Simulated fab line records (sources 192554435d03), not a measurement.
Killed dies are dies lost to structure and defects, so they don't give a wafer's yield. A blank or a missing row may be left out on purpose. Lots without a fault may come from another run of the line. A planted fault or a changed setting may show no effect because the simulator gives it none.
Struck lot and sound lot, side by side / flow n5-finfet / 41 out of 1938 route steps
Sound: wafers L230.3, L230.5, L230.6. Wafers L224.1, L224.3, L224.5 were the ones struck. The cause is named last.
Each step with rows lists, per side, the tool, then ch with its chambers, then its first start. Under that, the readings that differ: sound wafers / struck wafers / difference of the means / sigmas: that difference in standard deviations of wafers without a fault.
alike: readings with means less than 2 such deviations apart, plus words and numbers identical on both sides. not compared: withheld readings, readings lacking a value on some wafer, bounds such as >300 that could conceal the same value, and numbers that have no deviation in the record and whose values overlap.
A row with sigmas, a row that says differs or no value, or rows on one side alone: a step with any of these is where the two part. When numbers do not overlap yet have no deviation, they are printed without sigmas and do not part them. A reading that every wafer of one side lacks parts them only if that side has two wafers or more.

first, 12 steps without rows for these wafers: N5_HKMG_FIN_STRIP_33 (strips in N2/H2); N5_HKMG_FIN_STRIP_34 (strips in CF4); N5_HKMG_FIN_ETCH_35 (etches SOC in N2/H2, target depth 215.8 nm, time 243.4 s); N5_HKMG_FIN_STRIP_92 (strips SOC in N2/H2, time 20 s); N5_HKMG_FIN_WET_ETCH_18 (etches TiN in SC1, time 55 s, target depth 5.2 nm, rinse time 30 s); N5_HKMG_FIN_STRIP_19 (strips in N2/H2, time 360 s); N5_HKMG_FIN_ALD_91 (deposits TiN, target thk 1 nm, pulse time 1 s, purge time 3 s); N5_HKMG_FIN_COAT_85 (time 60 s, resist thk 300 nm); N5_HKMG_FIN_ETCH_86 (etches SOC in N2/H2, stops on TiN, target depth 393.2 nm); N5_HKMG_FIN_STRIP_89 (strips SOC in N2/H2, time 20 s); N5_HKMG_FIN_WET_ETCH_87 (etches TiN in SC1, time 154.2 s, target depth 4.7 nm, rinse time 30 s); N5_HKMG_FIN_STRIP_88 (strips in N2/H2, time 360 s).
N5_HKMG_FIN_NWFM_ALD_20: deposits TiAlC, target thk 2 nm, pulse time 3 s, purge time 2 s.
  sound on ald-metal-01 ch 0,1,2, day 9 00:06; struck on ald-metal-01 ch 0,1,2, day 7 12:04
  no value came back on the struck wafers for any of 6 readings (ald-cycles, chamber-pressure-Torr (Torr) and others); on the sound wafers ald-cycles reads 7 7 7
then, 26 steps without rows for these wafers: N5_HKMG_FIN_ALD_71 (deposits TiN, target thk 1 nm, pulse time 1 s, purge time 3 s); N5_HKMG_FIN_COAT_66 (time 60 s, resist thk 300 nm); N5_HKMG_FIN_ETCH_67 (etches SOC in N2/H2, stops on TiN, target depth 388.9 nm); N5_HKMG_FIN_STRIP_90 (strips SOC in N2/H2, time 20 s); N5_HKMG_FIN_WET_ETCH_73 (etches the open film in SC1, time 42.3 s, target depth 1.3 nm, rinse time 30 s); N5_HKMG_FIN_ETCHBACK_68 (etches the open film in Cl2/Ar, stops on HfO2, target depth 0.5 nm); N5_HKMG_FIN_STRIP_69 (strips in N2/H2, time 360 s); N5_HKMG_FIN_ALD_21 (deposits TiN, target thk 1.5 nm, pulse time 1 s, purge time 3 s); N5_HKMG_FIN_ALD_72 (deposits W, target thk 2 nm, pulse time 1 s, purge time 2 s); N5_HKMG_FIN_W_FILL_22 (material W, target thk 60 nm, time 18.2 s); N5_HKMG_FIN_PRECLEAN_83 (cleans in DIW, time 57.5 s); N5_HKMG_FIN_SRD_84 (dry time 32 s); N5_HKMG_FIN_CMP_23 (polishes, stops on SiNx, t overpolish 10 s, target thk 46.326 nm); N5_HKMG_FIN_CMP_94 (polishes, stops on SiNx, t overpolish 4.7 s, target thk 43.299 nm); N5_GATE_CUT_ETCHBACK_00 (etches W in SF6/Cl2); N5_GATE_CUT_ETCH_56 (etches TiN in Cl2/Ar, target depth 21.6 nm); N5_GATE_CUT_ETCHBACK_30 (etches TiN in Cl2/Ar, target depth 3 nm); N5_GATE_CUT_VAPOR_ETCH_60 (etches HfO2 in BCl3/Cl2); N5_GATE_CUT_ETCH_58 (etches SiNx in CH3F/O2, target depth 17 nm, time 128.6 s); N5_GATE_CUT_STRIP_59 (strips in N2/H2, time 20 s); N5_GATE_CUT_PRECLEAN_31 (cleans in DIW, time 300 s); N5_GATE_CUT_SRD_32 (time 30 s); N5_GATE_CUT_SAC_CAP_01 (material SiNx, target thk 24 nm, pulse time 1 s, ald cycles 480); N5_GATE_CUT_PECVD_57 (deposits SiNx from SiH4/NH3/N2, target thk 21 nm); N5_GATE_CUT_CMP_02 (polishes, stops on SiO2, t overpolish 12.7 s, target thk 0 nm); N5_GATE_CUT_HM_DEP_46 (deposits SiO2 from TEOS/O2, target thk 130 nm, time 26.6 s).
-- here the record skips 6 days between the struck wafers' starts before and after, leaving off in module GATE_CUT and picking up in module BEOL_M4 (first step shown: number 1111 of the route) --
N5_BEOL_M4_RC_MEAS_101:
  sound on prober-01 ch 0, day 14 08:40; struck on prober-02 ch 0, day 13 18:40
reading=IOFF_N (nA/um); sound=0.157 0.157 0.145; struck=0.000 0.000 0.000; difference=-0.153; sigmas=-8
reading=IOFF_N_85C (nA/um); sound=3.1 3.1 2.9; struck=0.0 0.0 0.0; difference=-3.0; sigmas=-9
reading=IOFF_N_LIN (nA/um); sound=0.070 0.073 0.067; struck=0.000 0.000 0.000; difference=-0.070; sigmas=-9
reading=IOFF_P (nA/um); sound=0.196 0.196 0.187; struck=4.323 4.754 4.749; difference=+4.416; sigmas=+99 or more
reading=IOFF_P_85C (nA/um); sound=3.4 3.4 3.3; struck=44.8 48.4 49.0; difference=+44.0; sigmas=+99 or more
reading=IOFF_P_LIN (nA/um); sound=0.092 0.094 0.090; struck=1.975 2.154 2.102; difference=+1.985; sigmas=+99 or more
reading=IOFF_P_LONG (nA/um); sound=9.7e-05 9.5e-05 9.4e-05; struck=0.002025 0.00201 0.001989; difference=+0.001913; sigmas=+99 or more
reading=ION_N (uA/um); sound=680 681 663; struck=95 94 93; difference=-581; sigmas=-68
reading=ION_P (uA/um); sound=460 454 457; struck=587 593 575; difference=+128; sigmas=+22
reading=VT_N (mV); sound=254.0 250.8 251.4; struck=539.6 540.0 538.6; difference=+287.3; sigmas=+99 or more
reading=VT_N_LONG (mV); sound=277.4 276.7 275.7; struck=568.9 567.8 563.0; difference=+290.0; sigmas=+99 or more
reading=VT_N_LVT (mV); sound=98.9 98.8 98.9; struck=392.4 392.2 390.0; difference=+292.7; sigmas=+99 or more
reading=VT_P (mV); sound=-253 -250 -253; struck=-165 -163 -162; difference=+89; sigmas=+30
reading=VT_P_LONG (mV); sound=-281 -281 -278; struck=-185 -185 -186; difference=+95; sigmas=+31
reading=VT_P_LVT (mV); sound=-101 -100 -102; struck=-14 -12 -12; difference=+88; sigmas=+29
  alike: DIBL_N, DIBL_P, SS_N, SS_P
-- record jumps: 4 days separate the struck wafers' starts on either side; left off in module BEOL_M4, taken up again in module PASSIVATION, whose first shown step is the route's number 1936 --
N5_PASSIVATION_PROBE_49:
  struck on prober-01, day 18 06:34; sound on prober-01, day 19 05:36
reading=sort_bin_4_leakage (%); sound=0 0 0; struck=93.31 90.25 93.90; difference=+92.49; sigmas=
reading=sort-n-pass; sound=1071 1038 1091; struck=0 0 0; difference=-1067; sigmas=-63
reading=sort-yield-pct (%); sound=90.8 88.0 92.5; struck=0 0 0; difference=-90; sigmas=-65
  alike: defect-limited-yield, killed_at_M0_to_M3, killed_at_M4_up, killed-at-contacts, killed-at-front-end, killed-at-other, killed-dies, killed-open, killed-short, sort_bin_5_function, sort_bin_6_memory

== WHERE THEY PART ==
Earliest at N5_HKMG_FIN_NWFM_ALD_20; latest, in this record, at N5_PASSIVATION_PROBE_49.

WHY: whatever the simulator had introduced
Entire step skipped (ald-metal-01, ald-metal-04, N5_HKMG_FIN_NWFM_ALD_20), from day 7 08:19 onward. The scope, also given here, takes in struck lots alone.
